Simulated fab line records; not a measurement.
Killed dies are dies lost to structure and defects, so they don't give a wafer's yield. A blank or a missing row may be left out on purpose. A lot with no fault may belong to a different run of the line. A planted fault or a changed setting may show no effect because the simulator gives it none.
Split-lot study -- flow n5_finfet -- 21 wafers read from 7 lots, route of 1938 steps

THE SPLIT ITSELF
At N5_BEOL_M2_ETCH_69 (etches SiARC in CF4, target depth 15.6 nm, time 26 s), the setting bias_w was moved away from the recipe's 36 W on 7 of the 21 wafers read, by -15.4% to +5.2%. For the rest of the wafers, this setting stayed at what the recipe calls for.

The reading comes from the split's own step.

THE READING
rf_vpp_V, in V, at N5_BEOL_M2_ETCH_69 (etches SiARC in CF4, target depth 15.6 nm, time 26 s). Typical for fault-free wafers on this fab line: 184.2 V, with standard deviation 0.95 V.

wafer,"tool, chamber at the split","bias_w as run, W",against the recipe,"rf_vpp_V, V",against lot-mates on the recipe
L074.4,"rie_diel-05, 2",32.57,-9.5%,171.5,-12.0
L074.5,"rie_diel-05, 1",36,recipe,183.5,-
L074.6,"rie_diel-05, 2",32.57,-9.5%,172.0,-11.5
L075.3,"rie_diel-02, 1",36,recipe,183.1,-
L075.5,"rie_diel-02, 1",36,recipe,186.0,-
L075.6,"rie_diel-02, 0",36,recipe,183.1,-
L082.2,"rie_diel-04, 0",36,recipe,183.5,-
L082.3,"rie_diel-04, 2",33.03,-8.3%,174.2,-9.3
L082.5,"rie_diel-04, 3",33.03,-8.3%,174.9,-8.6
L083.1,"rie_diel-02, 1",36,recipe,185.0,-
L083.2,"rie_diel-02, 2",36,recipe,184.3,-
L083.5,"rie_diel-02, 2",36,recipe,183.6,-
L084.1,"rie_diel-04, 2",30.45,-15.4%,162.8,-20.5
L084.3,"rie_diel-04, 1",30.45,-15.4%,167.8,-15.5
L084.4,"rie_diel-04, 0",36,recipe,183.3,-
L085.3,"rie_diel-04, 1",36,recipe,184.8,-
L085.4,"rie_diel-04, 0",36,recipe,183.5,-
L085.6,"rie_diel-04, 0",36,recipe,184.4,-
L092.2,"rie_diel-05, 2",36,recipe,183.5,-
L092.3,"rie_diel-05, 3",37.88,+5.2%,190.3,+7.1
L092.5,"rie_diel-05, 0",36,recipe,182.9,-

FIT RESULTS
A straight line over all 21 wafers: rf_vpp_V changes by +1.21 V for each +1% of bias_w; r = +0.99; the points scatter about the line by 1.1 V.
The same after taking each lot's own level away (the mean of its wafers on the recipe; 21 wafers): +1.18 V for each +1%; r = +0.99; scatter 1.1 V.
According to that fit, moving bias_w by its largest amount changes the reading by 18 V.
Measured against the standard deviation above, the lots' own levels, which go from 183.20 to 184.30 V, span 1.2 times it.
Consequently the slope shifts little with the lot-to-lot level, the two slopes agreeing.
Check: with one of the wafers moved furthest among these (-15.4%) left out of the fit, the line predicts -17.1 V for it against its lot-mates. It came out at -20.5 V against them.
Tool readings at the split's step, against how far the setting was moved: etch_rf_on_time_s r = -0.94; rf_vpp_V r = +0.99.

ADDITIONAL SPLITS CARRIED BY THESE WAFERS
These wafers also went through other splits before the reading. Each is held against what the fit with the lots' levels taken away leaves over:
other split on the same wafers,wafers away from the commonest value,r with rf_vpp_V (lot level and that fit taken away)
N5_GATE_CUT_COAT_34 spin_rpm,7,-0.05
N5_MOL_CONTACT_COAG_ALD_27 time_s,10,-0.10
N5_MOL_CONTACT_COAG_ALD_131 ald_cycles,10,-0.36
N5_MOL_CONTACT_COAG_ETCH_91 time_s,6,+0.01
N5_BEOL_M0_SAQP_COAT_08 spin_rpm,8,+0.08
N5_BEOL_M0_SAQP_DESCUM_19 time_s,9,+0.05
N5_BEOL_M0_CUTY_EXPOSE_54 dose_mj,8,+0.00
N5_BEOL_M0_ETCH_138 source_w,7,+0.44
N5_BEOL_M1_PECVD_72 time_s,8,-0.17
N5_BEOL_M2_DESCUM_33 time_s,6,-0.36

THE WHOLE CHAIN: every reading that the file lists as answering this split, in the file's order
step,what it does,reading,change (the file's fit),r (the file's)
N5_BEOL_M2_ETCH_69,"etches SiARC in CF4, target depth 15.6 nm, time 26 s",etch_rf_on_time_s,withheld for each +1% of the setting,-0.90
N5_BEOL_M2_ETCH_69,"etches SiARC in CF4, target depth 15.6 nm, time 26 s",rf_vpp_V,+1.18 V for each +1% of the setting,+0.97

FILE'S OWN FIT
rf_vpp_V changes by +1.18 V for each +1% of bias_w, r = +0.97.
